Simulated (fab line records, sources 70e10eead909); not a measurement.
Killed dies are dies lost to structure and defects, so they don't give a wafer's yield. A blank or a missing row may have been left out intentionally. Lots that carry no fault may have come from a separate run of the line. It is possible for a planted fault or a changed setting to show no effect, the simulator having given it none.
Which tool was responsible? -- flow nandHarc -- 6 lots with 18 wafers sampled at 4 steps, on a route of 1159 steps

WHAT EACH GAUGE READ, for each wafer
NHARC_END_SORT_01.
lot,measured,on,killedAtArray
L478,day 20 02:50,prober-01,667 667 665
L488,day 22 14:04,prober-01,37 36
L491,day 24 01:06,prober-01,18 9 14
L495,day 25 01:14,prober-02,27 35

WHAT TOOL EACH LOT RAN ON (gives the tool, then ch and the chambers of the sampled wafers, and finally the start)
lot,NHARC_A_CONTACT_ETCH_75,NHARC_A_CONTACT_ETCH_126,NHARC_A_CONTACT_ETCH_91
L478,"rieDiel-04 ch 1,2,3, day 17 06:56","harCapEtch-01 ch 0,1, day 17 08:23","rieDiel-04 ch 1,2, day 17 09:55"
L480,"rieDiel-02 ch 1,2,3, day 17 19:49","harCapEtch-01 ch 0, day 17 21:13","rieDiel-02 ch 0,3, day 17 22:44"
L488,"rieDiel-04 ch 1,3, day 19 16:33","harCapEtch-02 ch 0,1, day 19 18:09","rieDiel-02 ch 0,1,3, day 19 19:43"
L491,"rieDiel-07 ch 1,3, day 21 11:22","harCapEtch-03 ch 0, day 21 12:46","rieDiel-04 ch 1,2, day 21 14:18"
L495,"rieDiel-07 ch 0,1,3, day 21 21:16","harCapEtch-03 ch 0,1, day 21 22:40","rieDiel-07 ch 0,3, day 22 00:13"
L498,"rieDiel-07 ch 0,2,3, day 22 15:32","harCapEtch-03 ch 0,1, day 22 16:57","rieDiel-07 ch 0,2,3, day 22 18:28"
- NHARC_A_CONTACT_ETCH_75: etches the open film in CF4, target depth 39 nm, time 65 s.
- NHARC_A_CONTACT_ETCH_126: etches the open film in C4F8/O2/Ar, time 155 s, target depth 956 nm.
- NHARC_A_CONTACT_ETCH_91: etches the open film in CH3F/O2, target depth 40 nm, time 85.7 s.

THE ANSWER, worked out from the rows above alone
Rule: the usual values come from the lots themselves. Put in order of their means at a reading, lots are off if they are a third of the lots or fewer, leave a main group of 4 or more, and stand apart from it by a gap of 3 or more times the standard deviation of the main group's means; of several such gaps the widest counts. If all means in a main group match to the digits the tables above print for the reading, that group is not used. Also off: a lot with no number at a reading for which 4 or more lots have one. All remaining lots with rows at the step are treated as sound.
None of the lots is off at any reading shown; this tells nothing.

WHAT WAS PUT IN BY THE SIMULATOR
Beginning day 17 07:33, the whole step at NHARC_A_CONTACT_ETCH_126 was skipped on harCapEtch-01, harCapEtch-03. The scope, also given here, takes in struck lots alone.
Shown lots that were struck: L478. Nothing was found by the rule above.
